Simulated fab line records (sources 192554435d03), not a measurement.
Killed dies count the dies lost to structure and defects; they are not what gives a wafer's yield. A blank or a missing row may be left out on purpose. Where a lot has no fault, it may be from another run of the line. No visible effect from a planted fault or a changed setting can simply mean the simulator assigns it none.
Lot-split experiment -- flow n5 finfet -- 21 wafers read from 7 lots, route of 1938 steps

THE SPLIT
At N5_BEOL_M2_COAT_67 (time 60 s, resist thk 60 nm), the setting spin rpm was moved away from the recipe's 1500 rpm on 7 of the 21 wafers read, by -8.1% to +3.5%. For the rest of the wafers, this setting stayed at what the recipe calls for.

FROM THE SPLIT TO THE READING: what the file shows between them, 7 steps
- N5_BEOL_M2_COAT_68: time 60 s, resist thk 12 nm
- N5_BEOL_M2_COAT_76: time 60 s, resist thk 5 nm
- N5_BEOL_M2_ALD_98: deposits SiO2, target thk 2.5 nm, pulse time 1 s, co reactant pulse time 1 s
- N5_BEOL_M2_ETCHBACK_99: etches SiO2 in CHF3, target depth 5 nm, time 10.4 s
- N5_BEOL_M2_ETCH_70: etches SOC in N2/H2, target depth 80 nm, overetch 24 nm, time 130 s
- N5_BEOL_M2_STRIP_71: strips in N2/H2
- N5_BEOL_M2_STRIP_78: strips in N2/H2

THE READING
SOC_of_BEOL_M2_COAT_67.thk nm (the simulator's own value, which no gauge read), in nm, at N5_BEOL_M2_VIA_ETCH_34 (etches the open film in C4F6/O2, target depth 69.4 nm, time 65.9 s). The file gives no usual value for it. Here, 14 wafers ran the recipe; their average is 51.8 nm with a standard deviation of 0.25 nm.

wafer,"tool, chamber at the split","spin rpm as run, rpm",against the recipe,"SOC_of_BEOL_M2_COAT_67.thk nm, nm",against lot-mates on the recipe
L079.1,"litho track-02, 0",1500,recipe,51.8,-
L079.2,"litho track-02, 0",1378,-8.1%,54.6,+2.8
L079.5,"litho track-02, 0",1378,-8.1%,54.8,+3.0
L081.1,"litho track-04, 0",1500,recipe,51.6,-
L081.4,"litho track-04, 0",1500,recipe,51.6,-
L081.5,"litho track-04, 0",1500,recipe,51.8,-
L082.2,"litho track-02, 0",1500,recipe,51.8,-
L082.4,"litho track-02, 0",1453,-3.1%,53.2,+1.4
L082.5,"litho track-02, 0",1453,-3.1%,53,+1.2
L086.1,"litho track-04, 0",1500,recipe,51.4,-
L086.5,"litho track-04, 0",1552,+3.5%,50.6,-0.9
L086.6,"litho track-04, 0",1500,recipe,51.6,-
L087.1,"litho track-04, 0",1500,recipe,52,-
L087.2,"litho track-04, 0",1553,+3.5%,50.8,-1.2
L087.5,"litho track-04, 0",1553,+3.5%,50.6,-1.4
L090.1,"litho track-02, 0",1500,recipe,52.2,-
L090.5,"litho track-02, 0",1500,recipe,52.4,-
L090.6,"litho track-02, 0",1500,recipe,51.8,-
L096.2,"litho track-02, 0",1500,recipe,52,-
L096.5,"litho track-02, 0",1500,recipe,51.8,-
L096.6,"litho track-02, 0",1500,recipe,51.8,-

THE FIT
A straight line over all 21 wafers: SOC_of_BEOL_M2_COAT_67.thk nm changes by -0.352 nm for each +1% of spin rpm; r = -0.98; the points scatter about the line by 0.23 nm.
The same after taking each lot's own level away (the mean of its wafers on the recipe; 21 wafers): -0.356 nm for each +1%; r = -0.99; scatter 0.16 nm.
The reading moves by 2.9 nm for the largest change in spin rpm, on that fit.
Measured against the standard deviation above, the lots' own levels, which go from 51.50 to 52.13 nm, span 2.5 times it.
Consequently the slope shifts little with the lot-to-lot level, the two slopes agreeing.
Check: for one of the wafers moved furthest among these (-8.1%), held out of the fit, the line's prediction against its lot-mates is +3 nm. Against them it came out at +2.8 nm.

OTHER SPLITS APPLIED TO THESE WAFERS
Before the reading, these wafers also passed through other splits. Each is held against what the fit with the lots' levels taken away leaves over:
other split on the same wafers,wafers away from the commonest value,r with SOC_of_BEOL_M2_COAT_67.thk nm (lot level and that fit taken away)
N5_BEOL_M1_EXPOSE_25 dose mj,8,+0.16
N5_BEOL_M1_ETCH_70 source w,5,+0.05
N5_BEOL_M2_COAT_62 spin rpm,6,-0.10

THE WHOLE CHAIN: every reading that the file lists as answering this split, in the file's order
step,what it does,reading,change (the file's fit),r (the file's)
N5_BEOL_M2_COAT_67,"time 60 s, resist thk 60 nm","SOC_of_BEOL_M2_COAT_67.thk nm (the simulator's own value, which no gauge read)",-0.357 nm for each +1% of the setting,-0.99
N5_BEOL_M2_ETCH_70,"etches SOC in N2/H2, target depth 80 nm, overetch 24 nm, time 130 s","etch.depth nm (the simulator's own value, which no gauge read)",-0.349 nm for each +1% of the setting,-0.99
N5_BEOL_M2_VIA_ETCH_34,"etches the open film in C4F6/O2, target depth 69.4 nm, time 65.9 s","SOC_of_BEOL_M2_COAT_67.thk nm (the simulator's own value, which no gauge read)",-0.352 nm for each +1% of the setting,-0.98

THE FILE'S OWN FIT
SOC_of_BEOL_M2_COAT_67.thk nm changes by -0.352 nm for each +1% of spin rpm, r = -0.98.
